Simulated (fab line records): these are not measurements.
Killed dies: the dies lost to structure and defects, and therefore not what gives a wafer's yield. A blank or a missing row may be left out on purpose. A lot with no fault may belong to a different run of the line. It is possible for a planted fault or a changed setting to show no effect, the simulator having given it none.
Chamber matching | flow n5-finfet | N5_BEOL_M15_ETCH_59 on rie-diel-02: 4 sister chambers
The step etches BARC in N2/H2, target depth 89 nm, overetch 26.7 nm, time 67.9 s. 4 wafers are shown with their chamber, then 10 later ones without.

WAFERS, EACH WITH ITS CHAMBER
wafer  | chamber | showerhead-plenum-p-Torr (Torr)
L086.1 | 2       | 2.53
L086.4 | 3       | 2.70
L085.3 | 1       | 2.52
L085.4 | 0       | 2.58

WAFERS WITHOUT THEIR CHAMBER
wafer  | showerhead-plenum-p-Torr (Torr)
L085.5 | 2.70
L091.3 | 2.51
L091.4 | 2.70
L091.5 | 2.51
L092.1 | 2.70
L092.2 | 2.51
L092.5 | 2.70
L097.1 | 2.51
L097.2 | 2.58
L097.5 | 2.69

CHAMBER TAKEN BY EACH
wafer  | from the rows above     | in truth
L085.5 | 3                       | 3
L091.3 | can't be placed: 1 or 2 | 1
L091.4 | 3                       | 3
L091.5 | can't be placed: 1 or 2 | 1
L092.1 | 3                       | 3
L092.2 | can't be placed: 1 or 2 | 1
L092.5 | 3                       | 3
L097.1 | can't be placed: 1 or 2 | 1
L097.2 | 0                       | 0
L097.5 | 3                       | 3
Correct placement for 6 of the 10. Can't be placed from these rows: 4 (the true chamber is among the candidates in 4). Number placed wrongly: 0.
How it was worked out, from the rows above alone: a wafer's distance from a chamber is the root of the sum, over the readings, of the square of ((its reading less the chamber's mean) divided by the reading's scatter). The wafer belongs to the nearest chamber; if the next one is less than 2 further off, it can't be placed. For every chamber, the mean is computed from those of its wafers that are shown. The scatter: root of mean squared gap, hidden wafer to nearest shown wafer, with one shown wafer a chamber.
